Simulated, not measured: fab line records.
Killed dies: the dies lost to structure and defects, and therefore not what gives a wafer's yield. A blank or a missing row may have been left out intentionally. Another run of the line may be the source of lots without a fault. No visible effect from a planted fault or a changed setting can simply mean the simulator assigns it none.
Which tool was responsible? | flow n5Finfet | 24 lots with 72 wafers sampled at 6 steps, on a route of 1938 steps

WHAT EACH GAUGE READ, for each wafer
N5_BEOL_M2_THK_MEAS_01. Usual: M2_ILD_THK gives 78.9 nm (standard deviation 1.1).
lot  | measured     | on           | M2_ILD_THK (nm) | flag
L074 | day 6 14:39  | filmMetro-01 | 78.8 79.9 77.6  | 
L075 | day 6 18:25  | filmMetro-02 | 77.2 78.9 80.0  | 
L076 | day 6 23:40  | filmMetro-02 | 77.5 79.7 80.8  | 
L077 | day 7 01:10  | filmMetro-02 | 80.2 78.9 80.8  | 
L078 | day 7 09:09  | filmMetro-02 | 79.5 79.3 80.4  | 
L079 | day 7 16:10  | filmMetro-01 | 79.0 79.0 80.0  | 
L080 | day 7 21:13  | filmMetro-01 | 77.3 79.0 79.1  | 
L081 | day 8 07:43  | filmMetro-01 | 78.6 78.6 79.3  | 
L082 | day 8 15:09  | filmMetro-02 | 79.1 78.8 78.5  | 
L083 | day 9 01:37  | filmMetro-01 | 79.4 80.8 78.7  | 
L084 | day 9 06:44  | filmMetro-01 | 78.3 80.2 80.3  | 
L085 | day 9 13:29  | filmMetro-02 | 78.6 77.8 79.4  | 
L086 | day 9 19:38  | filmMetro-02 | 78.4 78.9 77.9  | 
L087 | day 10 01:32 | filmMetro-02 | 79.3 79.7 79.2  | 
L088 | day 10 02:55 | filmMetro-01 | 79.1 79.2 80.4  | 
L089 | day 10 03:02 | filmMetro-01 | 79.4 80.6 80.6  | 
L090 | day 10 15:39 | filmMetro-02 | 79.1 77.6 79.5  | 
L092 | day 10 23:36 | filmMetro-02 | 78.8 79.7 78.3  | 
L093 | day 11 03:25 | filmMetro-01 | 77.9 78.8 78.9  | 
L094 | day 11 11:29 | filmMetro-02 | 78.7 79.5 78.8  | 
L095 | day 11 13:49 | filmMetro-01 | 77.4 78.9 77.7  | 
L096 | day 11 22:50 | filmMetro-02 | 75.9 78.3 77.9  | 
L097 | day 12 13:07 | filmMetro-01 | 77.0 77.1 78.2  | 
L091 | day 12 13:57 | filmMetro-01 | 79.1 81.3 81.2  | 

N5_BEOL_M2_CD_MEAS_18: pitch 36 nm, target cd 18 nm. Usual: cdNm reads 17.93 nm (standard deviation 0.29).
lot  | measured     | on       | cdNm (nm)         | flag
L074 | day 6 15:42  | cdSem-02 | 17.98 17.58 17.92 | 
L075 | day 6 19:35  | cdSem-01 | 17.27 17.58 18.00 | 
L076 | day 7 02:20  | cdSem-02 | 17.93 18.60 17.68 | 
L077 | day 7 03:38  | cdSem-02 | 17.99 18.26 17.71 | 
L078 | day 7 11:05  | cdSem-02 | 18.04 18.19 18.37 | 
L079 | day 7 18:05  | cdSem-02 | 18.05 18.02 17.88 | 
L080 | day 7 23:05  | cdSem-03 | 18.02 17.47 17.93 | 
L081 | day 8 10:58  | cdSem-01 | 18.31 18.12 18.16 | 
L082 | day 8 16:56  | cdSem-03 | 17.69 17.51 17.47 | 
L083 | day 9 04:05  | cdSem-01 | 17.95 18.29 17.59 | 
L084 | day 9 08:28  | cdSem-02 | 18.16 17.72 17.77 | 
L085 | day 9 15:02  | cdSem-03 | 18.01 17.98 18.06 | 
L086 | day 9 21:04  | cdSem-01 | 18.28 18.01 17.81 | 
L087 | day 10 03:46 | cdSem-02 | 17.71 17.96 18.18 | 
L088 | day 10 04:20 | cdSem-02 | 18.05 18.10 17.78 | 
L089 | day 10 04:37 | cdSem-03 | 18.31 18.04 17.63 | 
L090 | day 10 18:05 | cdSem-01 | 17.54 17.56 17.81 | 
L092 | day 11 02:49 | cdSem-01 | 18.58 17.52 18.30 | 
L093 | day 11 06:38 | cdSem-03 | 17.91 18.09 17.70 | 
L094 | day 11 15:22 | cdSem-01 | 18.35 18.23 18.16 | 
L095 | day 11 15:31 | cdSem-03 | 17.63 18.28 17.74 | 
L096 | day 12 02:54 | cdSem-02 | 17.84 17.65 17.61 | 
L097 | day 12 14:29 | cdSem-01 | 17.63 17.52 18.03 | 
L091 | day 12 16:50 | cdSem-03 | 18.16 17.88 18.42 | 

N5_BEOL_M2_OCD_MEAS_38. Usual: trenchDepthNm reads 55.1 nm (standard deviation 0.9).
lot  | measured     | on     | trenchDepthNm (nm) | flag
L074 | day 7 00:43  | ocd-01 | 53.8 55.9 52.6     | 
L075 | day 7 01:59  | ocd-01 | 56.1 55.7 54.2     | 
L076 | day 7 10:09  | ocd-01 | 55.4 54.1 54.8     | 
L077 | day 7 07:41  | ocd-01 | 56.0 53.6 55.3     | 
L078 | day 7 14:35  | ocd-01 | 54.9 54.5 55.4     | 
L079 | day 7 21:05  | ocd-01 | 56.8 54.3 54.2     | 
L080 | day 8 00:24  | ocd-02 | 54.8 56.7 54.5     | 
L081 | day 8 16:16  | ocd-02 | 56.9 54.7 55.7     | 
L082 | day 9 06:06  | ocd-01 | 56.3 55.1 54.9     | 
L083 | day 9 10:13  | ocd-02 | 54.6 56.0 54.1     | 
L084 | day 9 18:48  | ocd-01 | 54.1 56.3 53.7     | 
L085 | day 10 03:21 | ocd-01 | 56.1 54.4 55.5     | 
L086 | day 10 06:41 | ocd-02 | 56.4 56.2 56.4     | 
L087 | day 10 07:09 | ocd-01 | 55.0 55.4 55.9     | 
L088 | day 10 10:05 | ocd-02 | 55.9 53.5 55.5     | 
L089 | day 10 12:50 | ocd-01 | 54.9 55.2 54.9     | 
L090 | day 10 20:14 | ocd-01 | 55.7 56.0 55.8     | 
L092 | day 11 09:44 | ocd-01 | 54.4 54.4 56.0     | 
L093 | day 11 14:23 | ocd-01 | 54.5 54.7 54.9     | 
L094 | day 11 21:32 | ocd-02 | 54.0 53.9 55.9     | 
L095 | day 12 01:19 | ocd-01 | 54.8 54.6 56.5     | 
L096 | day 12 09:58 | ocd-01 | 56.0 54.1 55.5     | 
L097 | day 12 19:23 | ocd-01 | 55.0 55.4 55.1     | 
L091 | day 12 22:04 | ocd-02 | 54.9 54.4 54.6     | 

TOOL THAT RAN EACH LOT (tool first, then ch and the chambers of the sampled wafers, then the start)
lot  | N5_BEOL_M2_HM_OPEN_17            | N5_BEOL_M2_DESCUM_33              | N5_BEOL_M2_ETCH_77
L074 | rieMetal-03 ch 0,1, day 6 15:31  | rieDiel-04 ch 0,1,3, day 6 16:16  | rieDiel-04 ch 0,1,3, day 6 16:18
L075 | rieMetal-02 ch 0,1, day 6 19:23  | rieDiel-01 ch 0,1,3, day 6 20:01  | rieDiel-01 ch 0,1,3, day 6 20:03
L076 | rieMetal-03 ch 0,1, day 7 01:59  | rieDiel-02 ch 0,1,2, day 7 03:11  | rieDiel-02 ch 0,1,2, day 7 03:13
L077 | rieMetal-01 ch 1, day 7 03:12    | rieDiel-01 ch 1,2, day 7 04:04    | rieDiel-01 ch 1,2, day 7 04:06
L078 | rieMetal-03 ch 0,1, day 7 10:56  | rieDiel-02 ch 0,1,2, day 7 11:40  | rieDiel-02 ch 0,1,2, day 7 11:42
L079 | rieMetal-02 ch 0,1, day 7 17:49  | rieDiel-01 ch 0,1,2, day 7 18:32  | rieDiel-01 ch 0,1,2, day 7 18:34
L080 | rieMetal-02 ch 1, day 7 22:50    | rieDiel-02 ch 1,2, day 7 23:31    | rieDiel-02 ch 1,2, day 7 23:33
L081 | rieMetal-01 ch 0,1, day 8 10:44  | rieDiel-01 ch 0,1,3, day 8 11:32  | rieDiel-01 ch 0,1,3, day 8 11:34
L082 | rieMetal-02 ch 1, day 8 16:45    | rieDiel-01 ch 1,2, day 8 17:40    | rieDiel-01 ch 1,2, day 8 17:41
L083 | rieMetal-03 ch 0,1, day 9 03:55  | rieDiel-04 ch 1,2, day 9 04:32    | rieDiel-04 ch 1,2, day 9 04:35
L084 | rieMetal-01 ch 0,1, day 9 08:12  | rieDiel-02 ch 0,3, day 9 09:04    | rieDiel-02 ch 0,3, day 9 09:06
L085 | rieMetal-03 ch 0,1, day 9 14:50  | rieDiel-02 ch 1,2,3, day 9 15:44  | rieDiel-02 ch 1,2,3, day 9 15:46
L086 | rieMetal-02 ch 0, day 9 20:53    | rieDiel-01 ch 0,1,3, day 9 21:30  | rieDiel-01 ch 0,1,3, day 9 21:32
L087 | rieMetal-01 ch 0,1, day 10 03:35 | rieDiel-01 ch 2,3, day 10 04:12   | rieDiel-01 ch 2,3, day 10 04:14
L088 | rieMetal-02 ch 0,1, day 10 04:10 | rieDiel-02 ch 0,3, day 10 04:47   | rieDiel-02 ch 0,3, day 10 04:49
L089 | rieMetal-03 ch 0,1, day 10 04:26 | rieDiel-02 ch 0,1,3, day 10 05:11 | rieDiel-02 ch 0,1,3, day 10 05:13
L090 | rieMetal-03 ch 0,1, day 10 17:54 | rieDiel-02 ch 0,1,2, day 10 18:39 | rieDiel-02 ch 0,1,2, day 10 18:41
L092 | rieMetal-02 ch 0,1, day 11 02:35 | rieDiel-01 ch 0,1, day 11 03:26   | rieDiel-01 ch 0,1, day 11 03:28
L093 | rieMetal-02 ch 0,1, day 11 06:29 | rieDiel-01 ch 0,1,2, day 11 07:05 | rieDiel-01 ch 0,1,2, day 11 07:07
L094 | rieMetal-03 ch 0,1, day 11 15:06 | rieDiel-04 ch 0,1,3, day 11 15:59 | rieDiel-04 ch 0,1,3, day 11 16:01
L095 | rieMetal-02 ch 0,1, day 11 15:19 | rieDiel-04 ch 0,3, day 11 16:08   | rieDiel-04 ch 0,3, day 11 16:10
L096 | rieMetal-02 ch 0,1, day 12 02:40 | rieDiel-02 ch 1,3, day 12 03:20   | rieDiel-02 ch 1,3, day 12 03:22
L097 | rieMetal-03 ch 1, day 12 14:16   | rieDiel-04 ch 0,1, day 12 15:04   | rieDiel-04 ch 0,1, day 12 15:07
L091 | rieMetal-01 ch 0,1, day 12 16:41 | rieDiel-02 ch 0,2,3, day 12 17:37 | rieDiel-02 ch 0,2,3, day 12 17:38
- N5_BEOL_M2_HM_OPEN_17: chemistry Cl2/BCl3, target TiN, target depth 20 nm, overetch 6 nm.
- N5_BEOL_M2_DESCUM_33: chemistry O2, time 7 s.
- N5_BEOL_M2_ETCH_77: etches underlayer in N2/H2, target depth 6.5 nm, time 5.2 s.

WHAT THE TOOLS THEMSELVES READ (means of the sampled wafers that have a number; where no wafer has one, the mark that the record gives instead)
N5_BEOL_M2_HM_OPEN_17. Usual: bcl3FlowSccm 21.75 sccm, standard deviation 0.065; drypumpMotorCurrentA 5.6 A, standard deviation 0.56; oesProductAu 0.60 a.u., standard deviation 0.056; throttleValvePct 22.04 %, standard deviation 0.29.
lot  | tool        | bcl3FlowSccm (sccm) | drypumpMotorCurrentA (A) | oesProductAu (a.u.) | throttleValvePct (%) | flag
L074 | rieMetal-03 | 21.64               | 5.2                      | 0.65                | 22.15                | 
L075 | rieMetal-02 | 21.80               | 5.6                      | 0.59                | 21.86                | 
L076 | rieMetal-03 | 21.72               | 5.2                      | 0.66                | 22.13                | 
L077 | rieMetal-01 | 21.79               | 5.7                      | 0.65                | 21.70                | 
L078 | rieMetal-03 | 21.77               | 5.2                      | 0.65                | 22.16                | 
L079 | rieMetal-02 | 21.75               | 6.0                      | 0.58                | 21.84                | 
L080 | rieMetal-02 | 21.73               | 6.5                      | 0.58                | 21.80                | 
L081 | rieMetal-01 | 21.71               | 5.7                      | 0.62                | 22.03                | 
L082 | rieMetal-02 | 21.75               | 6.5                      | 0.57                | 21.83                | 
L083 | rieMetal-03 | 21.72               | 5.5                      | 0.58                | 22.26                | 
L084 | rieMetal-01 | 21.74               | 5.7                      | 0.62                | 22.04                | 
L085 | rieMetal-03 | 21.73               | 5.2                      | 0.63                | 22.15                | 
L086 | rieMetal-02 | 21.72               | 5.2                      | 0.58                | 21.90                | 
L087 | rieMetal-01 | 21.69               | 5.7                      | 0.61                | 22.38                | 
L088 | rieMetal-02 | 21.78               | 5.6                      | 0.57                | 21.89                | 
L089 | rieMetal-03 | 21.76               | 5.2                      | 0.63                | 22.16                | 
L090 | rieMetal-03 | 21.83               | 5.2                      | 0.63                | 22.17                | 
L092 | rieMetal-02 | 21.82               | 5.6                      | 0.58                | 21.88                | 
L093 | rieMetal-02 | 21.74               | 5.6                      | 0.58                | 21.89                | 
L094 | rieMetal-03 | 21.84               | 5.4                      | 0.57                | 22.29                | 
L095 | rieMetal-02 | 21.74               | 6.0                      | 0.57                | 21.87                | 
L096 | rieMetal-02 | 21.79               | 5.6                      | 0.58                | 21.88                | 
L097 | rieMetal-03 | 21.69               | 4.9                      | 0.67                | 22.07                | 
L091 | rieMetal-01 | 21.74               | 5.7                      | 0.61                | 22.07                | 

N5_BEOL_M2_DESCUM_33. Usual: drypumpMotorCurrentA 5.9 A, standard deviation 0.47; oesProductAu 0.77 a.u., standard deviation 0.067; rfVppV 243.1 V, standard deviation 1.2; showerheadPlenumPTorr 2.10 Torr, standard deviation 0.057; throttleValvePct 20.52 %, standard deviation 0.22.
lot  | tool       | drypumpMotorCurrentA (A) | oesProductAu (a.u.) | rfVppV (V) | showerheadPlenumPTorr (Torr) | throttleValvePct (%) | flag
L074 | rieDiel-04 | 5.5                      | 0.75                | 243.5      | 2.11                         | 20.55                | 
L075 | rieDiel-01 | 6.2                      | 0.78                | 243.0      | 2.10                         | 20.52                | 
L076 | rieDiel-02 | 6.2                      | 0.81                | 243.4      | 2.14                         | 20.58                | 
L077 | rieDiel-01 | 5.8                      | 0.81                | 242.6      | 2.07                         | 20.60                | 
L078 | rieDiel-02 | 6.2                      | 0.81                | 244.2      | 2.14                         | 20.58                | 
L079 | rieDiel-01 | 5.9                      | 0.80                | 243.0      | 2.05                         | 20.47                | 
L080 | rieDiel-02 | 6.1                      | 0.76                | 243.2      | 2.12                         | 20.67                | 
L081 | rieDiel-01 | 6.3                      | 0.77                | 243.1      | 2.10                         | 20.55                | 
L082 | rieDiel-01 | 5.8                      | 0.80                | 241.2      | 2.06                         | 20.63                | 
L083 | rieDiel-04 | 5.6                      | 0.80                | 243.3      | 2.10                         | 20.37                | 
L084 | rieDiel-02 | 5.5                      | 0.77                | 242.8      | 2.11                         | 20.35                | 
L085 | rieDiel-02 | 5.9                      | 0.74                | 243.3      | 2.12                         | 20.60                | 
L086 | rieDiel-01 | 6.2                      | 0.76                | 241.9      | 2.09                         | 20.56                | 
L087 | rieDiel-01 | 6.0                      | 0.73                | 241.8      | 2.06                         | 20.66                | 
L088 | rieDiel-02 | 5.8                      | 0.82                | 244.1      | 2.12                         | 20.36                | 
L089 | rieDiel-02 | 5.7                      | 0.77                | 244.1      | 2.11                         | 20.44                | 
L090 | rieDiel-02 | 6.2                      | 0.78                | 244.5      | 2.13                         | 20.63                | 
L092 | rieDiel-01 | 6.1                      | 0.78                | 242.6      | 2.08                         | 20.57                | 
L093 | rieDiel-01 | 5.9                      | 0.75                | 242.1      | 2.04                         | 20.53                | 
L094 | rieDiel-04 | 5.5                      | 0.81                | 242.3      | 2.10                         | 20.52                | 
L095 | rieDiel-04 | 5.4                      | 0.77                | 242.9      | 2.08                         | 20.47                | 
L096 | rieDiel-02 | 5.6                      | 0.73                | 242.9      | 2.08                         | 20.55                | 
L097 | rieDiel-04 | 5.4                      | 0.72                | 242.4      | 2.06                         | 20.48                | 
L091 | rieDiel-02 | 6.0                      | 0.75                | 243.5      | 2.13                         | 20.56                | 

N5_BEOL_M2_ETCH_77. Usual: drypumpMotorCurrentA 5.9 A, standard deviation 0.47; etchRfOnTimeS 5.25 s, standard deviation 0.11; oesProductAu 0.66 a.u., standard deviation 0.058; rfVppV 524.0 V, standard deviation 2.2; showerheadPlenumPTorr 2.54 Torr, standard deviation 0.061; throttleValvePct 17.90 %, standard deviation 0.2.
lot  | tool       | drypumpMotorCurrentA (A) | etchRfOnTimeS (s) | oesProductAu (a.u.) | rfVppV (V) | showerheadPlenumPTorr (Torr) | throttleValvePct (%) | flag
L074 | rieDiel-04 | 5.5                      | 5.10              | 0.64                | 526.1      | 2.57                         | 17.95                | 
L075 | rieDiel-01 | 6.3                      | 5.26              | 0.66                | 523.8      | 2.54                         | 17.94                | 
L076 | rieDiel-02 | 6.3                      | 5.26              | 0.70                | 524.4      | 2.59                         | 17.87                | 
L077 | rieDiel-01 | 5.8                      | 5.28              | 0.70                | 521.7      | 2.51                         | 18.04                | 
L078 | rieDiel-02 | 6.2                      | 5.26              | 0.70                | 525.6      | 2.59                         | 17.89                | 
L079 | rieDiel-01 | 5.9                      | 5.34              | 0.67                | 522.9      | 2.50                         | 17.98                | 
L080 | rieDiel-02 | 6.1                      | 5.09              | 0.65                | 525.0      | 2.56                         | 17.93                | 
L081 | rieDiel-01 | 6.2                      | 5.27              | 0.65                | 523.6      | 2.54                         | 17.96                | 
L082 | rieDiel-01 | 5.8                      | 5.26              | 0.68                | 522.8      | 2.50                         | 18.08                | 
L083 | rieDiel-04 | 5.7                      | 5.15              | 0.69                | 523.8      | 2.57                         | 17.90                | 
L084 | rieDiel-02 | 5.5                      | 5.27              | 0.65                | 523.7      | 2.54                         | 17.64                | 
L085 | rieDiel-02 | 5.9                      | 5.21              | 0.62                | 523.7      | 2.56                         | 17.91                | 
L086 | rieDiel-01 | 6.3                      | 5.33              | 0.64                | 523.5      | 2.53                         | 17.99                | 
L087 | rieDiel-01 | 6.0                      | 5.37              | 0.62                | 522.9      | 2.50                         | 18.09                | 
L088 | rieDiel-02 | 5.9                      | 5.28              | 0.70                | 525.5      | 2.56                         | 17.68                | 
L089 | rieDiel-02 | 5.7                      | 5.23              | 0.66                | 524.3      | 2.54                         | 17.73                | 
L090 | rieDiel-02 | 6.2                      | 5.23              | 0.67                | 524.7      | 2.58                         | 17.93                | 
L092 | rieDiel-01 | 6.1                      | 5.23              | 0.67                | 522.6      | 2.52                         | 18.03                | 
L093 | rieDiel-01 | 5.9                      | 5.32              | 0.65                | 522.2      | 2.48                         | 18.04                | 
L094 | rieDiel-04 | 5.5                      | 5.21              | 0.69                | 524.0      | 2.55                         | 17.90                | 
L095 | rieDiel-04 | 5.4                      | 5.13              | 0.66                | 523.1      | 2.54                         | 17.84                | 
L096 | rieDiel-02 | 5.6                      | 5.19              | 0.63                | 523.7      | 2.51                         | 17.80                | 
L097 | rieDiel-04 | 5.4                      | 5.20              | 0.61                | 523.5      | 2.53                         | 18.00                | 
L091 | rieDiel-02 | 6.0                      | 5.30              | 0.64                | 524.2      | 2.57                         | 17.89                | 

THE ANSWER, worked out from the rows above alone
Rule: a lot counts as off when the mean over its wafers that have a number is more than 3 standard deviations away from the usual mean. Also off: a lot with no number at a reading for which 4 or more lots have one. The other lots that the step has rows for count as sound. The gauges are gone through in route order, then the tools' own readings, and for those a lot's mean is taken as printed above. At the first step where some lot is off, the reading lying furthest off is the one used; lots without a number count as furthest.
No lot is off at any reading shown: from this, nothing can be told.

WHAT THE SIMULATOR HAD PUT IN
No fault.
